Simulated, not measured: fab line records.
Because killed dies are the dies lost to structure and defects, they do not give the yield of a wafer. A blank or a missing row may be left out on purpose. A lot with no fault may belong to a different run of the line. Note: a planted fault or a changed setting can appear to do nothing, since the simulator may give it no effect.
Chamber matching + flow nand harc + NHARC_A_STAIRCASE_ETCH_253 on rie diel-05: 4 sister chambers
The step etches the open film in C4F8/O2, target depth 50 nm, time 20.2 s. 4 wafers are shown with their chamber, then 12 later ones without.

== WAFERS PAIRED WITH THEIR CHAMBERS ==
| wafer  | chamber | rf vpp V (V) |
|--------|---------|--------------|
| L087.2 | 0       | 892          |
| L093.1 | 3       | 900          |
| L093.2 | 1       | 890          |
| L093.6 | 2       | 896          |

== WAFERS WHOSE CHAMBER IS MISSING ==
| wafer  | rf vpp V (V) |
|--------|--------------|
| L090.2 | 896          |
| L090.4 | 891          |
| L090.5 | 896          |
| L092.1 | 890          |
| L092.3 | 894          |
| L092.6 | 890          |
| L094.1 | 894          |
| L094.4 | 898          |
| L094.5 | 898          |
| L096.2 | 890          |
| L096.3 | 897          |
| L096.4 | 898          |

== CHAMBER TAKEN BY EACH ==
| wafer  | from the rows above          | in truth                   |
|--------|------------------------------|----------------------------|
| L090.2 | 2                            | 2                          |
| L090.4 | can't be placed: 0 or 1      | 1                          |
| L090.5 | 2                            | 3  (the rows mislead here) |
| L092.1 | can't be placed: 1 or 0      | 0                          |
| L092.3 | can't be placed: 0 or 2 or 1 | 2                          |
| L092.6 | can't be placed: 1 or 0      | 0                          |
| L094.1 | can't be placed: 0 or 2 or 1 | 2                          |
| L094.4 | can't be placed: 2 or 3      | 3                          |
| L094.5 | can't be placed: 2 or 3      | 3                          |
| L096.2 | can't be placed: 1 or 0      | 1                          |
| L096.3 | can't be placed: 2 or 3      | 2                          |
| L096.4 | can't be placed: 2 or 3      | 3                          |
1 of 12 placed correctly. Cannot be placed on the basis of these rows: 10; the candidates contain the true chamber in 10. Wrongly placed: 1.
How it was worked out, from the rows above alone: a wafer's distance from a chamber is the root of the sum, over the readings, of the square of ((its reading less the chamber's mean) divided by the reading's scatter). The wafer belongs to the nearest chamber; if the next one is less than 2 further off, it can't be placed. A chamber's mean is the mean of its shown wafers. The scatter: with one shown wafer a chamber, the root of the mean of the squares of how far each hidden wafer lies from its nearest shown one.
